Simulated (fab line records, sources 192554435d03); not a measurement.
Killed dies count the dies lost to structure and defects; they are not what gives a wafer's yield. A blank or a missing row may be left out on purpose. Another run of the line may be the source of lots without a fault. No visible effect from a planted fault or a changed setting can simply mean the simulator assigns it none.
What tool caused it? + flow n5-finfet + 72 wafers from 24 lots sampled at 3 of the route's 1938 steps

WHAT THE GAUGES READ, wafer by wafer
N5_BEOL_M2_OVL_MEAS_12.
| lot  | measured     | on         | M2_OVL (nm)    |
|------|--------------|------------|----------------|
| L074 | day 6 12:33  | overlay-02 | -0.2 0.1 0.3   |
| L075 | day 7 00:41  | overlay-02 | 1.6 1.5 1.2    |
| L076 | day 7 01:07  | overlay-01 | 0.2 0.4 -0.1   |
| L077 | day 7 03:05  | overlay-01 | 0.7 0.3 -0.3   |
| L078 | day 7 09:55  | overlay-01 | 0.6 -0.2 -0.4  |
| L079 | day 7 14:01  | overlay-01 | 0.6 0.9 0.8    |
| L080 | day 7 17:43  | overlay-02 | 0.0 -0.6 0.4   |
| L081 | day 8 08:50  | overlay-02 | -0.6 -0.8 -0.8 |
| L082 | day 8 18:37  | overlay-02 | 1.7 1.2 1.2    |
| L083 | day 8 21:17  | overlay-02 | 0.5 0.8 0.6    |
| L084 | day 8 21:29  | overlay-01 | 1.1 0.7 -0.2   |
| L085 | day 9 08:58  | overlay-02 | 1.1 0.6 0.6    |
| L086 | day 9 18:19  | overlay-01 | 1.7 1.1 0.5    |
| L088 | day 9 19:43  | overlay-02 | 1.4 0.5 1.0    |
| L087 | day 9 20:01  | overlay-02 | 0.1 0.2 0.9    |
| L089 | day 10 06:26 | overlay-02 | 0.9 0.1 -0.7   |
| L090 | day 10 13:22 | overlay-02 | 0.3 0.1 0.4    |
| L091 | day 10 21:16 | overlay-02 | 1.0 -0.1 1.0   |
| L092 | day 11 05:28 | overlay-02 | -0.3 -0.3 0.1  |
| L093 | day 11 07:16 | overlay-01 | -1.3 0.3 0.7   |
| L094 | day 11 11:19 | overlay-02 | -0.9 -0.5 -0.6 |
| L095 | day 11 19:17 | overlay-01 | 0.7 2.0 1.6    |
| L096 | day 12 00:39 | overlay-02 | 0.4 0.6 -0.5   |
| L097 | day 12 02:44 | overlay-01 | -0.2 -0.9 0.8  |

N5_BEOL_M2_OCD_MEAS_38.
| lot  | measured     | on     | trench-depth-nm (nm) |
|------|--------------|--------|----------------------|
| L074 | day 6 19:37  | ocd-01 | 55.5 55.4 55.9       |
| L075 | day 7 02:32  | ocd-02 | 55.7 54.9 54.8       |
| L076 | day 7 02:52  | ocd-01 | 53.3 56.9 53.6       |
| L077 | day 7 05:50  | ocd-01 | 54.5 55.2 55.5       |
| L078 | day 7 13:44  | ocd-02 | 54.2 53.7 55.7       |
| L079 | day 7 16:53  | ocd-02 | 54.4 53.3 55.1       |
| L080 | day 7 19:22  | ocd-02 | 56.9 55.1 55.6       |
| L081 | day 8 13:35  | ocd-01 | 56.9 53.7 52.9       |
| L082 | day 9 04:40  | ocd-02 | 53.7 54.8 54.7       |
| L083 | day 9 08:43  | ocd-01 | 57.6 54.6 55.5       |
| L084 | day 9 09:22  | ocd-02 | 52.6 55.6 55.0       |
| L085 | day 9 11:01  | ocd-01 | 53.1 55.6 54.6       |
| L086 | day 9 20:00  | ocd-02 | 53.8 53.2 56.0       |
| L088 | day 9 21:32  | ocd-02 | 53.6 53.8 54.5       |
| L087 | day 9 21:46  | ocd-01 | 53.8 56.5 54.2       |
| L089 | day 10 12:46 | ocd-02 | 56.4 56.0 54.2       |
| L090 | day 11 01:38 | ocd-02 | 54.9 53.7 56.7       |
| L091 | day 11 01:52 | ocd-02 | 54.6 52.7 54.2       |
| L092 | day 11 07:20 | ocd-02 | 56.2 55.5 57.4       |
| L093 | day 11 18:41 | ocd-01 | 52.5 56.5 51.4       |
| L094 | day 11 18:57 | ocd-02 | 55.3 56.2 56.0       |
| L095 | day 12 01:05 | ocd-01 | 54.3 56.5 54.1       |
| L096 | day 12 05:31 | ocd-01 | 55.4 55.1 56.1       |
| L097 | day 12 05:38 | ocd-01 | 54.3 54.3 56.0       |

WHAT TOOL EACH LOT RAN ON (gives the tool, then ch and the chambers of the sampled wafers, and finally the start)
| lot  | N5_BEOL_M2_ETCH_74                 |
|------|------------------------------------|
| L074 | rie-diel-02 ch 0,2, day 6 12:40    |
| L075 | rie-diel-02 ch 1,2, day 7 00:49    |
| L076 | rie-diel-02 ch 1,2, day 7 01:15    |
| L077 | rie-diel-06 ch 0,1, day 7 03:13    |
| L078 | rie-diel-03 ch 2,3, day 7 10:23    |
| L079 | rie-diel-06 ch 0,1,2, day 7 14:16  |
| L080 | rie-diel-03 ch 1,2,3, day 7 17:50  |
| L081 | rie-diel-02 ch 0,2,3, day 8 09:31  |
| L082 | rie-diel-03 ch 1,2,3, day 8 19:46  |
| L083 | rie-diel-06 ch 0,3, day 8 21:25    |
| L084 | rie-diel-06 ch 1,3, day 8 21:38    |
| L085 | rie-diel-06 ch 1,3, day 9 09:05    |
| L086 | rie-diel-06 ch 0,2,3, day 9 18:27  |
| L088 | rie-diel-03 ch 1,2,3, day 9 19:50  |
| L087 | rie-diel-06 ch 0,2,3, day 9 20:08  |
| L089 | rie-diel-02 ch 0,2,3, day 10 06:34 |
| L090 | rie-diel-03 ch 3, day 10 13:31     |
| L091 | rie-diel-06 ch 0,3, day 10 21:24   |
| L092 | rie-diel-03 ch 1,2, day 11 05:35   |
| L093 | rie-diel-03 ch 0,1,3, day 11 07:26 |
| L094 | rie-diel-06 ch 0,2,3, day 11 11:36 |
| L095 | rie-diel-06 ch 0,1,3, day 11 19:28 |
| L096 | rie-diel-02 ch 0,3, day 12 01:14   |
| L097 | rie-diel-02 ch 0,1, day 12 02:52   |
- N5_BEOL_M2_ETCH_74: etches underlayer in N2/H2, target depth 6.5 nm, time 5.2 s.

WHAT THE TOOLS THEMSELVES READ (means of the sampled wafers that have a number; where no wafer has one, the mark that the record gives instead)
N5_BEOL_M2_ETCH_74.
| lot  | tool        | drypump-motor-current-A (A) | etch-rf-on-time-s (s) | h2-flow-sccm (sccm) | oes-product-au (a.u.) | rf-vpp-V (V) | showerhead-plenum-p-Torr (Torr) | throttle-valve-pct (%) |
|------|-------------|-----------------------------|-----------------------|---------------------|-----------------------|--------------|---------------------------------|------------------------|
| L074 | rie-diel-02 | 5.70                        | 5.38                  | 199.1               | 0.62                  | 521.0        | 2.48                            | 18.3                   |
| L075 | rie-diel-02 | 5.52                        | 5.14                  | 199.9               | 0.63                  | 522.2        | 2.49                            | 18.2                   |
| L076 | rie-diel-02 | 5.40                        | 5.21                  | 199.4               | 0.64                  | 521.0        | 2.48                            | 18.2                   |
| L077 | rie-diel-06 | 5.84                        | 5.36                  | 200.3               | 0.75                  | 523.4        | 2.52                            | 17.6                   |
| L078 | rie-diel-03 | 5.81                        | 5.37                  | 199.5               | 0.72                  | 524.6        | 2.56                            | 17.6                   |
| L079 | rie-diel-06 | 5.66                        | 5.19                  | 199.6               | 0.76                  | 524.6        | 2.55                            | 17.7                   |
| L080 | rie-diel-03 | 5.64                        | 5.35                  | 200.1               | 0.69                  | 523.7        | 2.51                            | 17.6                   |
| L081 | rie-diel-02 | 5.71                        | 5.19                  | 199.9               | 0.67                  | 521.8        | 2.49                            | 18.2                   |
| L082 | rie-diel-03 | 5.64                        | 5.41                  | 200.1               | 0.68                  | 523.7        | 2.50                            | 17.6                   |
| L083 | rie-diel-06 | 5.96                        | 5.33                  | 200.1               | 0.64                  | 521.1        | 2.42                            | 17.8                   |
| L084 | rie-diel-06 | 5.59                        | 5.19                  | 199.3               | 0.71                  | 523.9        | 2.53                            | 17.8                   |
| L085 | rie-diel-06 | 5.78                        | 5.27                  | 200.0               | 0.64                  | 521.6        | 2.47                            | 17.9                   |
| L086 | rie-diel-06 | 5.84                        | 5.29                  | 199.8               | 0.67                  | 523.6        | 2.49                            | 17.9                   |
| L088 | rie-diel-03 | 5.61                        | 5.35                  | 200.5               | 0.67                  | 522.4        | 2.50                            | 17.6                   |
| L087 | rie-diel-06 | 5.84                        | 5.29                  | 200.1               | 0.68                  | 522.6        | 2.49                            | 17.9                   |
| L089 | rie-diel-02 | 5.73                        | 5.24                  | 199.7               | 0.66                  | 522.4        | 2.48                            | 18.2                   |
| L090 | rie-diel-03 | 5.89                        | 5.45                  | 200.4               | 0.60                  | 523.4        | 2.52                            | 17.8                   |
| L091 | rie-diel-06 | 5.94                        | 5.44                  | 199.8               | 0.62                  | 521.5        | 2.42                            | 17.9                   |
| L092 | rie-diel-03 | 5.54                        | 5.33                  | 200.2               | 0.70                  | 523.1        | 2.50                            | 17.5                   |
| L093 | rie-diel-03 | 5.41                        | 5.28                  | 199.9               | 0.69                  | 522.8        | 2.51                            | 17.6                   |
| L094 | rie-diel-06 | 5.84                        | 5.26                  | 200.0               | 0.66                  | 522.2        | 2.48                            | 17.9                   |
| L095 | rie-diel-06 | 5.81                        | 5.27                  | 199.5               | 0.67                  | 523.2        | 2.48                            | 17.8                   |
| L096 | rie-diel-02 | 5.73                        | 5.32                  | 200.7               | 0.69                  | 521.3        | 2.49                            | 18.1                   |
| L097 | rie-diel-02 | 5.37                        | 5.42                  | 199.8               | 0.61                  | 521.6        | 2.44                            | 18.4                   |

THE ANSWER, worked out from the rows above alone
Rule: usual is defined by the lots themselves. Put in order of their means at a reading, lots are off if they are a third of the lots or fewer, leave a main group of 4 or more, and stand apart from it by a gap of 3 or more times the standard deviation of the main group's means; of several such gaps the widest counts. The tables above print the reading to a certain number of digits; a main group whose means all agree to those digits is not used. A lot without any number at a reading at which 4 lots or more have one is off too. All remaining lots with rows at the step are treated as sound. The gauges are gone through in route order, then the tools' own readings, and for those a lot's mean is taken as printed above. The first step at which some lot is off is used, and at that step the reading that is off furthest; a lot without a number counts as furthest.
Nothing can be told from this: no lot is off at any reading shown.

WHAT THE SIMULATOR PUT IN
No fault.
